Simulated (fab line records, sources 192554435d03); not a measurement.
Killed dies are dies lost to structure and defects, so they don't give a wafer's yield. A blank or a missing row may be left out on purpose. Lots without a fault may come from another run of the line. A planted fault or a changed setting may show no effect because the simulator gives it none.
Which tool did it? | flow n5_finfet | 9 lots, 27 wafers sampled, at 6 steps of a route of 1938

WHAT THE GAUGES READ, wafer by wafer
The record holds no reading of a measuring or inspecting step that can be judged against a usual standard deviation.

WHICH TOOL RAN EACH LOT (tool, then ch and the chambers of the sampled wafers, then the start)
lot  | N5_WELL_APT_IMPLANT_14         | N5_WELL_APT_DESCUM_30             | N5_WELL_APT_RTA_34              | N5_PMOS_HMC_CHANNEL_EPI_HM_DEP_34 | N5_PMOS_HMC_CHANNEL_EPI_DESCUM_14 | N5_PASSIVATION_PROBE_49
L642 | implanter-01 ch 0, day 1 19:59 | rie_diel-05 ch 0,1, day 1 21:01   | rtp_anneal-02 ch 0, day 1 21:56 | pecvd-02 ch 0,1,2, day 1 22:51    | rie_diel-01 ch 0,2,3, day 1 23:21 | prober-02, day 12 02:31
L643 | implanter-02 ch 0, day 2 02:32 | rie_diel-04 ch 0,1,3, day 2 04:02 | rtp_anneal-02 ch 0, day 2 05:09 | pecvd-01 ch 0,1, day 2 06:16      | rie_diel-01 ch 0,2,3, day 2 06:53 | -
L646 | implanter-02 ch 0, day 2 20:02 | rie_diel-04 ch 0,1,3, day 2 21:01 | rtp_anneal-01 ch 0, day 2 21:49 | pecvd-04 ch 0,1, day 2 22:42      | rie_diel-06 ch 0,1,2, day 2 23:35 | -
L648 | implanter-02 ch 0, day 3 08:03 | rie_diel-05 ch 1,2, day 3 09:07   | rtp_anneal-02 ch 0, day 3 09:55 | pecvd-04 ch 0,1,2, day 3 10:48    | rie_diel-06 ch 1,2, day 3 11:17   | prober-01, day 13 18:44
L649 | implanter-02 ch 0, day 3 14:02 | rie_diel-04 ch 0,1,3, day 3 15:44 | rtp_anneal-02 ch 0, day 3 16:44 | pecvd-04 ch 1,2, day 3 17:38      | rie_diel-06 ch 2,3, day 3 18:07   | -
L651 | implanter-01 ch 0, day 4 02:05 | rie_diel-05 ch 0,2,3, day 4 03:11 | rtp_anneal-01 ch 0, day 4 04:10 | pecvd-04 ch 0,1, day 4 05:14      | rie_diel-06 ch 0,1, day 4 05:49   | prober-02, day 14 22:14
L652 | implanter-02 ch 0, day 4 07:54 | rie_diel-05 ch 0,1,3, day 4 08:53 | rtp_anneal-02 ch 0, day 4 09:41 | pecvd-04 ch 0,2, day 4 10:47      | rie_diel-01 ch 0,2,3, day 4 11:29 | prober-01, day 15 06:43
L659 | implanter-01 ch 0, day 6 01:58 | rie_diel-03 ch 0,1,2, day 6 03:11 | rtp_anneal-01 ch 0, day 6 04:00 | pecvd-02 ch 0,1,2, day 6 04:55    | rie_diel-06 ch 1,2,3, day 6 05:16 | prober-02, day 17 02:49
L661 | implanter-01 ch 0, day 6 14:01 | rie_diel-03 ch 1,3, day 6 15:02   | rtp_anneal-01 ch 0, day 6 16:15 | pecvd-01 ch 0, day 6 17:11        | rie_diel-01 ch 0,1,2, day 6 17:43 | prober-01, day 18 02:25
- N5_WELL_APT_IMPLANT_14
- N5_WELL_APT_DESCUM_30: chemistry O2, time 7.9 s.
- N5_WELL_APT_RTA_34: time 10 s.
- N5_PMOS_HMC_CHANNEL_EPI_HM_DEP_34: deposits SiO2 from TEOS/O2, target thk 36 nm, time 6.9 s.
- N5_PMOS_HMC_CHANNEL_EPI_DESCUM_14: chemistry O2, time 7.9 s.
- N5_PASSIVATION_PROBE_49

WHAT THE TOOLS THEMSELVES READ (means of the sampled wafers that have a number; where no wafer has one, the mark that the record gives instead)
N5_WELL_APT_IMPLANT_14.
lot  | tool         | dose_ions_cm2 | faraday_current_uA | rotation_deg (degrees)
L642 | implanter-01 | 1.5e+13       | 189                | 0.004
L643 | implanter-02 | 1.5e+13       | 188                | -0.013
L646 | implanter-02 | 1.5e+13       | 194                | 0.006
L648 | implanter-02 | 1.5e+13       | 189                | -0.007
L649 | implanter-02 | 1.5e+13       | 191                | -0.001
L651 | implanter-01 | 1.5e+13       | 192                | 0.032
L652 | implanter-02 | 1.5e+13       | 189                | -0.015
L659 | implanter-01 | 8.2e+12       | 104                | 0.013
L661 | implanter-01 | 8.2e+12       | 104                | 0.010

N5_WELL_APT_DESCUM_30.
lot  | tool        | drypump_motor_current_A (A) | oes_product_au (a.u.) | rf_vpp_V (V) | showerhead_plenum_p_Torr (Torr) | throttle_valve_pct (%)
L642 | rie_diel-05 | 5.5                         | 0.73                  | 244.3        | 2.12                            | 20.44
L643 | rie_diel-04 | 6.3                         | 0.75                  | 244.4        | 2.15                            | 20.58
L646 | rie_diel-04 | 6.3                         | 0.74                  | 243.3        | 2.15                            | 20.58
L648 | rie_diel-05 | 5.5                         | 0.88                  | 244.4        | 2.16                            | 20.33
L649 | rie_diel-04 | 6.4                         | 0.75                  | 244.0        | 2.15                            | 20.60
L651 | rie_diel-05 | 5.7                         | 0.92                  | 244.7        | 2.14                            | 20.21
L652 | rie_diel-05 | 5.6                         | 0.86                  | 244.1        | 2.16                            | 20.27
L659 | rie_diel-03 | 5.6                         | 0.79                  | 244.5        | 2.13                            | 20.26
L661 | rie_diel-03 | 5.5                         | 0.74                  | 243.1        | 2.06                            | 20.51

N5_WELL_APT_RTA_34.
lot  | tool          | lamp_power_pct (%) | lamp_zone_1_pct (%) | lamp_zone_2_pct (%) | lamp_zone_3_pct (%) | lamp_zone_4_pct (%) | lamp_zone_5_pct (%) | lamp_zone_6_pct (%) | lamp_zone_7_pct (%) | wafer_temp_C_max
L642 | rtp_anneal-02 | 12.98              | 12.989              | 12.978              | 12.99               | 12.977              | 13.011              | 12.928              | 13.437              | 1002.9
L643 | rtp_anneal-02 | 12.98              | 12.993              | 13.011              | 13.01               | 13.016              | 12.991              | 12.924              | 13.400              | 1003.0
L646 | rtp_anneal-01 | 13.04              | 13.004              | 13.002              | 13.02               | 12.983              | 13.016              | 12.904              | 13.396              | 1002.9
L648 | rtp_anneal-02 | 12.96              | 12.996              | 13.001              | 13.00               | 12.986              | 12.985              | 12.943              | 13.436              | 1002.4
L649 | rtp_anneal-02 | 13.02              | 12.986              | 12.990              | 13.00               | 13.009              | 12.998              | 12.907              | 13.427              | 1003.2
L651 | rtp_anneal-01 | 13.04              | 13.014              | 12.991              | 13.01               | 13.013              | 13.014              | 12.906              | 13.423              | 1004.6
L652 | rtp_anneal-02 | 13.01              | 12.989              | 13.014              | 12.99               | 12.997              | 12.995              | 12.918              | 13.450              | 1004.5
L659 | rtp_anneal-01 | 13.50              | 13.438              | 13.460              | 13.43               | 13.460              | 13.441              | 13.378              | 13.886              | 1004.0
L661 | rtp_anneal-01 | 13.44              | 13.486              | 13.476              | 13.45               | 13.473              | 13.434              | 13.371              | 13.873              | 1004.1

N5_PMOS_HMC_CHANNEL_EPI_HM_DEP_34.
lot  | tool     | heater_power_w (W) | showerhead_plenum_p_Torr (Torr) | throttle_valve_pct (%)
L642 | pecvd-02 | 508                | 8.317                           | 19.5
L643 | pecvd-01 | 473                | 8.367                           | 19.3
L646 | pecvd-04 | 518                | 8.348                           | 19.6
L648 | pecvd-04 | 519                | 8.344                           | 18.6
L649 | pecvd-04 | 547                | 8.346                           | 18.8
L651 | pecvd-04 | 501                | 8.362                           | 19.5
L652 | pecvd-04 | 506                | 8.368                           | 17.5
L659 | pecvd-02 | 498                | 8.319                           | 19.5
L661 | pecvd-01 | 526                | 8.364                           | 18.8

N5_PMOS_HMC_CHANNEL_EPI_DESCUM_14.
lot  | tool        | drypump_motor_current_A (A) | oes_product_au (a.u.) | rf_vpp_V (V) | showerhead_plenum_p_Torr (Torr) | throttle_valve_pct (%)
L642 | rie_diel-01 | 5.1                         | 0.86                  | 243.5        | 2.10                            | 20.29
L643 | rie_diel-01 | 5.1                         | 0.85                  | 243.3        | 2.10                            | 20.29
L646 | rie_diel-06 | 6.0                         | 0.79                  | 243.8        | 2.13                            | 20.36
L648 | rie_diel-06 | 6.0                         | 0.79                  | 244.1        | 2.13                            | 20.22
L649 | rie_diel-06 | 5.7                         | 0.78                  | 243.1        | 2.07                            | 20.15
L651 | rie_diel-06 | 6.3                         | 0.85                  | 244.0        | 2.17                            | 20.43
L652 | rie_diel-01 | 5.1                         | 0.82                  | 242.9        | 2.10                            | 20.31
L659 | rie_diel-06 | 6.1                         | 0.83                  | 243.8        | 2.11                            | 20.24
L661 | rie_diel-01 | 5.5                         | 0.78                  | 242.0        | 2.08                            | 20.29

N5_PASSIVATION_PROBE_49.
lot  | tool      | killed_at_M0_to_M3 | killed_at_M4_up | killed_at_contacts | killed_at_front_end | killed_at_other | killed_dies | killed_open | killed_short
L642 | prober-02 | 42                 | 21              | 13                 | 41                  | 2.7             | 120         | 82          | 34
L648 | prober-01 | 50                 | 23              | 19                 | 34                  | 5.7             | 132         | 88          | 40
L651 | prober-02 | 25                 | 11              | 14                 | 46                  | 8.3             | 105         | 61          | 41
L652 | prober-01 | 34                 | 21              | 9                  | 42                  | 3.7             | 110         | 77          | 31
L659 | prober-02 | 36                 | 10              | 5                  | 37                  | 5.7             | 93          | 61          | 30
L661 | prober-01 | 54                 | 10              | 13                 | 42                  | 3.7             | 122         | 78          | 41

THE ANSWER, worked out from the rows above alone
Rule: what is usual is taken from the lots themselves. Put in order of their means at a reading, lots are off if they are a third of the lots or fewer, leave a main group of 4 or more, and stand apart from it by a gap of 3 or more times the standard deviation of the main group's means; of several such gaps the widest counts. A main group whose means are all the same, to the digits that the tables above print for the reading, isn't used. A lot without any number at a reading at which 4 lots or more have one is off too. The other lots that the step has rows for count as sound. The gauges are gone through in route order, then the tools' own readings, and for those a lot's mean is taken as printed above. The first step at which some lot is off is used, and at that step the reading that is off furthest; a lot without a number counts as furthest.
Off: L659, L661, at N5_WELL_APT_IMPLANT_14 (faraday_current_uA). The main group: mean 190, standard deviation 2.
A tool fits if, at that step or a process step before it, it ran every lot that is off, and no sound lot after the first of them. One fits: implanter-01 at N5_WELL_APT_IMPLANT_14. Its last sound lot is L651 (day 4 02:05), its first lot that is off L659 (day 6 01:58): a fault that began between those two fits.
The tool's own readings at N5_WELL_APT_IMPLANT_14 bear it out: on the lots that are off they differ by more than 5 times the standard deviation of the sound lots' means. dose_ions_cm2 reads 8.2e+12 there against 1.5e+13 on the sound lots; faraday_current_uA reads 104 there against 190 on the sound lots.

WHAT THE SIMULATOR HAD PUT IN
Process parameter drift: implanter-01, from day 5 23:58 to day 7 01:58, at N5_WELL_APT_IMPLANT_14. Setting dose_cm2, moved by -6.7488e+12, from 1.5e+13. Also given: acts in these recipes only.
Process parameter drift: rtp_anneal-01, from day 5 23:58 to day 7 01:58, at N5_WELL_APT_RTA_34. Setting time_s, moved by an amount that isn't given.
Lots struck among those shown: L659, L661. The rule above found the same.
